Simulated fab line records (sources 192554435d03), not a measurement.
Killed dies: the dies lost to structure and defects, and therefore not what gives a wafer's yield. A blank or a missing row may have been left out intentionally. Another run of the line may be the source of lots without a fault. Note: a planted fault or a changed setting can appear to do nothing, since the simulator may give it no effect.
fab line records    flow n5Finfet
[record] lots = 8  wafers = 24  lastDay = 15
route steps=1938 shown BEOL_M12@1637 BEOL_M15@1825 MIM_BOT@1833
lots untouched by any fault: they come from a run of this same line in which no faults occurred
startH: hours from the record's opening day to when the first of the lot's shown wafers began    waitH: hours from the lot's prior step to this one    " the same as in the row above    L1.1+2: several wafers, shown together as one row    - no value present, or no start provided    * or withheld: withheld    < > ~ a bound
route shown NAME@n: NAME is a module with steps in the file, n the number in the route of the first one    usual: the fault-free wafers' mean and standard deviation    same: alike in all rows    chamber/n: place in a boat    sites: each site's reading    _std_site: the standard deviation of these    _edge_site: inner sites' mean taken away from outer sites' mean    radiusMm: how far each site lies from the wafer's centre    mask NAME#n: copy n    behind: the most recent tool/chamber to have shaped the wafer    hold: why the lot was held/for how many hours/how that ended    device: the n, p or np transistor that did not switch    end of line: tests run on the same wafers once the route is complete    a step given without rows: its recipe and nothing more    killed: at the first sort, the dies lost to defects and structure; wafer yield is something else    map: a wafer's dies, x killed, . not, _ none there
set.NAME: setting as actually run; set.NAME@STEP: the setting as run at that earlier step    model.NAME: the simulator's own value behind a step, which no gauge read
route steps across a sampled set of lots; one table per step, one row per wafer
services: a tool's chamber out of use, with start hour (startH, from the record's first day; less than 0 if before it), hours out, and reason
[[steps]]
[step N5_BEOL_M12_ETCH_68]
[recipe] chemistry = N2/H2  target = SOC  maskMaterial = SiARC  sourceW = 3000  biasW = 350  tempC = 40  timeS = 285  ionEnergyEv = 200  pressureMtorr = 30  n2FlowSccm = 200  h2FlowSccm = 200
[usual] drypumpMotorCurrentA = 5.4/0.37  n2FlowSccm = 200.0/0.57  oesProductAu = 0.76/0.084  rfFwdPowerW = 2993/8.9  rfVppV = 523.5/3  showerheadPlenumPTorr = 2.53/0.099  tempC = 40.01/0.11  throttleValvePct = 17.77/0.24
lot.wafer  tool        chamber  startH  waitH  drypumpMotorCurrentA  n2FlowSccm  oesProductAu  rfFwdPowerW  rfHoursCounterH  rfVppV  showerheadPlenumPTorr  tempC  throttleValvePct
L526.1     rieDiel-02  0        232.86  0.1    5.7                   199.8       0.69          2971         219              521.3   2.43                   39.95  18.06
L526.2     "           1        "       "      5.0                   199.3       0.84          3001         53               524.2   2.58                   39.99  17.42
L526.3     "           2        "       "      5.9                   200.1       0.69          3004         219              526.4   2.63                   40.24  17.98
L528.3     rieDiel-05  3        244.54  0.1    5.7                   200.5       0.87          2994         37               527.2   2.70                   40.13  17.65
L528.4     "           0        "       "      5.0                   200.3       0.79          3008         94               523.2   2.57                   40.22  17.41
L528.6     "           3        "       "      5.7                   200.1       0.86          2988         -                527.4   2.70                   40.05  17.65
L530.2     rieDiel-04  1        254.39  0.1    5.3                   198.7       0.70          2994         239              526.5   2.60                   39.96  17.95
L530.4     "           0        "       "      5.9                   199.2       0.68          2996         220              518.8   2.41                   39.99  17.99
L530.5     "           1        "       "      5.3                   199.9       0.69          2995         -                525.0   2.60                   39.94  17.94
L531.3     rieDiel-05  3        259.23  0.1    5.7                   199.8       0.86          3002         43               527.5   2.70                   40.06  17.66
L531.4     "           0        "       "      5.0                   198.9       0.78          2998         100              525.7   2.57                   39.91  17.41
L531.6     "           0        "       "      5.0                   199.5       0.77          2996         -                524.5   2.57                   40.05  17.42
L537.2     rieDiel-05  3        293.73  0.1    5.7                   200.1       0.83          2974         57               526.7   2.69                   40.13  17.69
L537.4     "           1        "       "      5.5                   200.5       0.71          2997         228              519.8   2.41                   39.94  18.01
L537.6     "           0        "       "      5.0                   199.9       0.77          2990         -                525.1   2.56                   40.11  17.44
L540.2     rieDiel-05  0        313.45  0.1    4.9                   198.9       0.75          2997         121              524.7   2.56                   40.01  17.45
L540.5     "           1        "       "      5.5                   200.1       0.71          3002         -                519.6   2.41                   39.90  18.00
L540.6     "           2        "       "      5.9                   200.9       0.68          2982         -                526.3   2.62                   40.05  17.88
L539.1     rieDiel-05  2        317.01  0.1    5.9                   200.1       0.68          2995         244              527.6   2.62                   39.96  17.87
L539.2     "           3        "       "      5.7                   199.4       0.58          2982         66               528.4   2.69                   40.01  17.71
L539.6     "           3        "       "      5.8                   199.0       0.58          2994         -                526.2   2.69                   39.84  17.73
L536.1     rieDiel-02  2        317.35  0.1    5.9                   199.4       0.68          3001         249              525.8   2.62                   39.89  18.04
L536.5     "           0        "       "      5.7                   199.3       0.67          2997         -                520.6   2.42                   39.83  18.14
L536.6     "           2        "       "      5.9                   199.5       0.67          2988         -                526.4   2.62                   39.99  18.03
[step N5_BEOL_M15_THK_MEAS_50]
[recipe] thkMeasGauge = xrf  reads = Cu_of_BEOL_M15_ECD_47
[usual] M15_THK = 825/17
lot.wafer  tool          chamber  startH  waitH  M15_THK[nm]
L526.1     filmMetro-02  -        254.98  -      829
L526.2     "             -        "       "      807
L526.3     "             -        "       "      851
L528.3     filmMetro-01  -        264.12  -      846
L528.4     "             -        "       "      835
L528.6     "             -        "       "      807
L530.2     filmMetro-01  -        278.85  -      833
L530.4     "             -        "       "      829
L530.5     "             -        "       "      834
L531.3     filmMetro-02  -        279.44  -      840
L531.4     "             -        "       "      835
L531.6     "             -        "       "      847
L537.2     filmMetro-02  -        315.00  -      835
L537.4     "             -        "       "      838
L537.6     "             -        "       "      839
L540.2     filmMetro-02  -        331.78  -      837
L540.5     "             -        "       "      820
L540.6     "             -        "       "      797
L539.1     filmMetro-01  -        334.34  -      821
L539.2     "             -        "       "      805
L539.6     "             -        "       "      855
L536.1     filmMetro-01  -        339.57  -      838
L536.5     "             -        "       "      789
L536.6     "             -        "       "      819
[step N5_BEOL_M15_INSPECT_55]
[recipe] inspectInstrument = darkfield  mode = postDep
[usual] rawDefectCount = 71/21
lot.wafer  tool              chamber  startH  waitH  rawDefectCount
L526.1     defectInspect-01  -        255.13  0.0    82
L526.2     "                 -        "       "      61
L526.3     "                 -        "       "      79
L528.3     defectInspect-01  -        264.28  0.0    51
L528.4     "                 -        "       "      79
L528.6     "                 -        "       "      68
L530.2     defectInspect-02  -        279.01  0.0    107
L530.4     "                 -        "       "      47
L530.5     "                 -        "       "      57
L531.3     defectInspect-01  -        279.62  0.0    95
L531.4     "                 -        "       "      63
L531.6     "                 -        "       "      66
L537.2     defectInspect-02  -        315.15  0.0    89
L537.4     "                 -        "       "      65
L537.6     "                 -        "       "      72
L540.2     defectInspect-01  -        331.94  0.0    71
L540.5     "                 -        "       "      72
L540.6     "                 -        "       "      85
L539.1     defectInspect-01  -        334.49  0.0    59
L539.2     "                 -        "       "      79
L539.6     "                 -        "       "      95
L536.1     defectInspect-02  -        339.72  0.0    47
L536.5     "                 -        "       "      48
L536.6     "                 -        "       "      59
[step N5_BEOL_M15_RC_MEAS_101]
[usual] COMB_M10 = 1.45e-11/2.9e-12  COMB_M11 = 1.42e-11/2.7e-12  COMB_M12 = 6.3e-12/1.3e-12  COMB_M13 = 4.7e-12/9.7e-13  COMB_M14 = 3.6e-12/8.5e-13  COMB_M15 = 2.5e-12/6.5e-13  COMB_M5 = 3.6e-11/7.1e-12  COMB_M5_max_site = 5.2e-11/1.1e-11  COMB_M6 = 2.6e-11/5.5e-12  COMB_M7 = 2.4e-11/5.4e-12  COMB_M8 = 2.6e-11/4.7e-12  COMB_M9 = 1.5e-11/3e-12  SERP_M10 = 3.10/0.07  SERP_M11 = 3.06/0.083  SERP_M12 = 0.635/0.016  SERP_M12_max_site = 0.648/0.017  SERP_M13 = 0.309/0.0072  SERP_M14 = 0.164/0.0046  SERP_M5 = 39.9/1.6  SERP_M6 = 14.3/0.57  SERP_M6_max_site = 14.9/0.61  SERP_M7 = 13.8/0.56  SERP_M8 = 13.9/0.46  SERP_M8_max_site = 14.4/0.52  SERP_M9 = 3.07/0.08
lot.wafer  tool       chamber  startH  waitH  COMB_M10[S/m]  COMB_M11[S/m]  COMB_M12[S/m]  COMB_M13[S/m]  COMB_M14[S/m]  COMB_M15[S/m]  COMB_M5[S/m]  COMB_M5_max_site[S/m]  COMB_M6[S/m]  COMB_M7[S/m]  COMB_M8[S/m]  COMB_M9[S/m]  SERP_M10[ohm/um]  SERP_M11[ohm/um]  SERP_M12[ohm/um]  SERP_M12_max_site[ohm/um]  SERP_M13[ohm/um]  SERP_M14[ohm/um]  SERP_M5[ohm/um]  SERP_M6[ohm/um]  SERP_M6_max_site[ohm/um]  SERP_M7[ohm/um]  SERP_M8[ohm/um]  SERP_M8_max_site[ohm/um]  SERP_M9[ohm/um]
L526.1     prober-02  0        255.16  0.0    1.15e-11       1.62e-11       6.1e-12        4.5e-12        4.3e-12        2.5e-12        3.8e-11       5.2e-11                2.5e-11       2.9e-11       3.6e-11       1.6e-11       3.06              3.08              0.661             0.674                      0.307             0.163             38.6             14.9             15.4                      12.7             13.7             14.3                      3.04
L526.2     "          0        "       "      1.2e-11        1.82e-11       7.2e-12        4.5e-12        3.7e-12        2.3e-12        3e-11         5.2e-11                2.5e-11       2.7e-11       2.7e-11       1.49e-11      3.00              3.01              0.632             0.648                      0.306             0.167             41.1             14.4             14.9                      13.2             14.1             14.6                      3.06
L526.3     "          0        "       "      1.11e-11       1.46e-11       7.7e-12        4.6e-12        2.7e-12        2.6e-12        3.9e-11       5.6e-11                2.3e-11       2e-11         3.8e-11       1.4e-11       3.17              3.05              0.659             0.681                      0.302             0.168             39.5             14.8             15.5                      14.3             14.2             14.7                      3.07
L528.3     prober-02  0        264.61  0.3    1.84e-11       1.46e-11       8.8e-12        3.6e-12        4.4e-12        2.3e-12        3.8e-11       5.7e-11                2.2e-11       2.6e-11       3.2e-11       1.54e-11      3.10              3.04              0.654             0.666                      0.307             0.165             40.9             13.5             14.3                      14.4             14.1             15.6                      3.14
L528.4     "          0        "       "      9.2e-12        1.25e-11       5.4e-12        5.2e-12        3.4e-12        2.1e-12        3.5e-11       4.6e-11                2.1e-11       2.7e-11       2.3e-11       1.5e-11       3.04              3.07              0.654             0.659                      0.315             0.160             38.8             13.8             14.1                      13.3             13.7             14.0                      3.07
L528.6     "          0        "       "      1.66e-11       1.73e-11       4.7e-12        5.4e-12        2.5e-12        2.3e-12        3.7e-11       4.2e-11                1.9e-11       2.4e-11       3.8e-11       1.3e-11       3.15              3.08              0.618             0.636                      0.303             0.169             40.1             14.2             15.1                      13.8             13.9             14.4                      3.12
L530.2     prober-01  0        279.19  0.2    1.16e-11       1.19e-11       5.5e-12        2.6e-12        3.8e-12        2.4e-12        3e-11         4.5e-11                2.1e-11       2.1e-11       2.4e-11       1.75e-11      3.08              3.08              0.632             0.639                      0.310             0.157             41.9             14.0             14.5                      14.0             14.0             14.5                      3.12
L530.4     "          0        "       "      1.01e-11       1.26e-11       8e-12          3.7e-12        2.6e-12        2.4e-12        2.9e-11       5.3e-11                3e-11         2.5e-11       2.2e-11       1.32e-11      3.07              3.09              0.658             0.672                      0.301             0.166             39.7             15.0             15.6                      13.5             13.8             14.1                      3.14
L530.5     "          0        "       "      1.29e-11       1.54e-11       6.4e-12        4.2e-12        5.2e-12        2.2e-12        3.1e-11       4.1e-11                3.4e-11       1.5e-11       1.6e-11       1.36e-11      3.08              3.02              0.624             0.627                      0.298             0.157             41.4             15.3             15.8                      13.8             13.9             14.4                      3.15
L531.3     prober-01  0        280.27  0.7    1.31e-11       1.29e-11       5.9e-12        4e-12          4.9e-12        2.1e-12        3.1e-11       5.5e-11                2.4e-11       2.8e-11       2.3e-11       8.6e-12       3.01              2.98              0.627             0.639                      0.302             0.165             38.4             15.0             15.4                      13.8             14.3             15.1                      2.96
L531.4     "          0        "       "      1.82e-11       1.36e-11       5.5e-12        6.1e-12        2.7e-12        2.7e-12        2.7e-11       3.5e-11                1.9e-11       2.8e-11       2.4e-11       1.08e-11      3.12              2.92              0.617             0.628                      0.306             0.160             42.0             14.9             15.6                      13.7             14.1             14.5                      3.13
L531.6     "          0        "       "      1.2e-11        1.46e-11       5.2e-12        4.1e-12        4.6e-12        2.3e-12        2.7e-11       3.7e-11                3.4e-11       3e-11         2.2e-11       1.49e-11      3.07              2.92              0.627             0.640                      0.296             0.162             40.3             13.4             13.7                      14.2             14.6             14.9                      2.97
L537.2     prober-02  0        315.33  0.2    1.63e-11       9.9e-12        5.5e-12        5e-12          6.3e-12        3.7e-12        3.9e-11       4.8e-11                2.2e-11       2.4e-11       2.1e-11       1.41e-11      3.14              2.94              0.648             0.661                      0.310             0.166             39.2             13.4             13.7                      14.8             13.8             14.2                      2.90
L537.4     "          0        "       "      1.57e-11       1.8e-11        6e-12          4.8e-12        5.4e-12        3.3e-12        4.8e-11       6.9e-11                2.1e-11       2.5e-11       1.9e-11       1.49e-11      3.20              3.03              0.650             0.668                      0.308             0.167             39.9             13.8             14.3                      15.3             14.6             15.3                      3.05
L537.6     "          0        "       "      1.36e-11       1.25e-11       5.4e-12        4.3e-12        4.7e-12        3.7e-12        2.8e-11       5e-11                  2e-11         2.1e-11       2.5e-11       1.27e-11      3.07              2.98              0.649             0.664                      0.301             0.171             41.0             13.8             14.9                      14.6             14.6             15.4                      3.11
L540.2     prober-02  0        332.12  0.2    1.96e-11       1.28e-11       7.7e-12        4.3e-12        5.7e-12        2.5e-12        4.4e-11       5.3e-11                1.6e-11       2.2e-11       2.2e-11       1.94e-11      3.07              3.13              0.636             0.656                      0.310             0.167             41.5             14.5             14.7                      14.3             14.4             14.9                      3.03
L540.5     "          0        "       "      1.59e-11       1.12e-11       7e-12          4.2e-12        4.4e-12        4.2e-12        4.5e-11       5.2e-11                1.7e-11       1.6e-11       3.3e-11       1.9e-11       3.03              2.88              0.640             0.657                      0.303             0.155             39.9             14.9             15.5                      14.0             14.3             15.0                      3.02
L540.6     "          0        "       "      1.9e-11        1.43e-11       8.5e-12        5.7e-12        4.4e-12        2.3e-12        4.2e-11       5.5e-11                2.6e-11       1.5e-11       2.5e-11       1.59e-11      3.08              3.16              0.648             0.661                      0.306             0.162             39.5             14.4             14.6                      14.0             14.8             15.5                      3.16
L539.1     prober-01  0        334.52  0.0    1.81e-11       1.35e-11       7.7e-12        6e-12          2.8e-12        1.5e-12        4.1e-11       5.3e-11                3.2e-11       2.6e-11       3.6e-11       9.6e-12       3.10              2.96              0.644             0.659                      0.312             0.164             39.2             15.4             15.5                      13.7             13.4             14.0                      3.09
L539.2     "          0        "       "      1.77e-11       1.44e-11       5.4e-12        4.6e-12        3.7e-12        1.7e-12        4.7e-11       7.5e-11                2.4e-11       2.3e-11       2.8e-11       1.4e-11       3.01              3.06              0.693             0.719                      0.312             0.161             36.7             14.8             15.2                      13.7             13.8             14.2                      3.07
L539.6     "          0        "       "      1.09e-11       1.48e-11       7.1e-12        4.8e-12        3.5e-12        2.1e-12        4.3e-11       5.8e-11                3e-11         2.7e-11       2.7e-11       1.63e-11      3.06              2.95              0.703             0.715                      0.310             0.172             38.5             15.1             15.3                      14.2             13.4             14.1                      3.03
L536.1     prober-01  0        339.85  0.1    1.68e-11       1.8e-11        6.3e-12        5.1e-12        3.7e-12        3.4e-12        2.8e-11       4.2e-11                2.4e-11       3.2e-11       3.1e-11       1.14e-11      3.16              3.04              0.652             0.666                      0.303             0.157             43.8             14.3             14.8                      13.6             13.9             14.2                      3.26
L536.5     "          0        "       "      1.25e-11       1.7e-11        6.8e-12        5.5e-12        3.3e-12        2.1e-12        2.7e-11       3.8e-11                2.2e-11       3e-11         3.3e-11       1.48e-11      3.23              3.03              0.644             0.657                      0.303             0.161             40.6             14.9             15.3                      14.7             13.9             14.4                      3.02
L536.6     "          0        "       "      1.22e-11       1.88e-11       6.3e-12        3.7e-12        3.7e-12        2.1e-12        2.2e-11       3.4e-11                3.5e-11       2.1e-11       2.5e-11       1.93e-11      3.09              3.07              0.653             0.667                      0.299             0.164             41.8             14.3             15.1                      14.9             13.5             13.8                      3.12
// sites SERP_M12 radiusMm=0,75,75,75,75,140,140,140,140
L526.1 0.661 0.654 0.659 0.674 0.667 0.658 0.664 0.671 0.650
L528.3 0.654 0.659 0.642 0.645 0.654 0.653 0.648 0.654 0.666
L530.2 0.631 0.632 0.639 0.618 0.638 0.625 0.616 0.633 0.634
L531.3 0.625 0.617 0.633 0.639 0.620 0.622 0.633 0.632 0.627
L537.2 0.628 0.633 0.637 0.630 0.654 0.659 0.648 0.661 0.656
L540.2 0.633 0.643 0.636 0.656 0.636 0.629 0.623 0.647 0.635
L539.1 0.625 0.657 0.650 0.649 0.637 0.659 0.643 0.644 0.643
L536.1 0.633 0.647 0.625 0.639 0.656 0.666 0.652 0.654 0.658
[step N5_MIM_BOT_SPUTTER_00]
[recipe] material = TiN  targetThkA = 350  tempC = 200  powerW = 3000  chamberPressurePa = 0.49996  gas = Ar  reactivePartialPa = 0.37997  timeS = 89.7
[usual] throttleValvePct = 29.8/0.98
lot.wafer  tool           chamber  startH  waitH  throttleValvePct
L526.1     pvdSputter-01  -        256.41  0.0    28.9
L526.2     "              -        "       "      31.3
L526.3     "              -        "       "      28.5
L528.3     pvdSputter-02  -        266.31  0.0    30.6
L528.4     "              -        "       "      28.7
L528.6     "              -        "       "      30.1
L530.2     pvdSputter-01  -        281.63  0.0    28.9
L530.4     "              -        "       "      30.5
L530.5     "              -        "       "      31.4
L531.3     pvdSputter-01  -        281.94  0.0    28.4
L531.4     "              -        "       "      31.4
L531.6     "              -        "       "      28.8
L537.2     pvdSputter-03  -        316.73  0.0    27.9
L537.4     "              -        "       "      29.4
L537.6     "              -        "       "      29.7
L540.2     pvdSputter-01  -        334.33  0.0    31.3
L540.5     "              -        "       "      30.2
L540.6     "              -        "       "      31.0
L539.1     pvdSputter-03  -        338.00  0.0    28.1
L539.2     "              -        "       "      31.2
L539.6     "              -        "       "      31.1
L536.1     pvdSputter-02  -        343.07  0.0    30.1
L536.5     "              -        "       "      28.9
L536.6     "              -        "       "      29.6
[[services]]
tool        chamber  startH  hours  kind
rieDiel-04  -        212.45  14.6   pm
rieDiel-05  0        213.96  11.5   repair
rieDiel-05  -        227.23  15.6   pm
rieDiel-05  1        253.43  2.5    repair
rieDiel-02  -        273.16  0.6    repair
rieDiel-05  -        278.82  0.5    repair
rieDiel-05  2        282.21  3.3    repair
rieDiel-04  1        289.29  -      clean
rieDiel-04  1        289.29  -      consumableReplace:focusRing
rieDiel-04  1        289.29  17.8   scheduledDown
rieDiel-04  1        289.29  17.8   ventCycle
rieDiel-02  3        310.74  16.3   repair
rieDiel-02  2        327.39  -      clean
rieDiel-02  2        327.39  -      consumableReplace:focusRing
rieDiel-02  2        327.39  35.9   scheduledDown
rieDiel-02  2        327.39  35.9   ventCycle
rieDiel-04  0        330.12  3.0    repair
rieDiel-05  2        333.81  16.7   repair
rieDiel-04  0        341.05  -      clean
rieDiel-04  0        341.05  -      consumableReplace:focusRing
rieDiel-04  0        341.05  -      consumableReplace:showerhead
rieDiel-04  0        341.05  16.7   scheduledDown
rieDiel-04  0        341.05  16.7   ventCycle
[[key]]
[firstSign] step = N5_BEOL_M15_RC_MEAS_101  reading = SERP_M12  direction = up  sigmas = 3.9  usual = 0.635  struck = 0.698
[effect] step = N5_BEOL_M15_RC_MEAS_101  reading = SERP_M12_max_site  direction = up  sigmas = 4  usual = 0.648  struck = 0.717
metAt N5_BEOL_M12_ETCH_68
struckLots L539
struckWafers L539.2,L539.6
notActingAt N5_BEOL_M15_THK_MEAS_50,N5_BEOL_M15_INSPECT_55,N5_MIM_BOT_SPUTTER_00
onsetBetween 313.45 317.01
[fault] kind = processParameterDrift  tool = rieDiel-05  chamber = -  onsetH = 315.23  steps = N5_BEOL_M12_ETCH_68  channel = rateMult  offset = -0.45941  shape = step  endH = 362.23  scope = struckWafersOnly
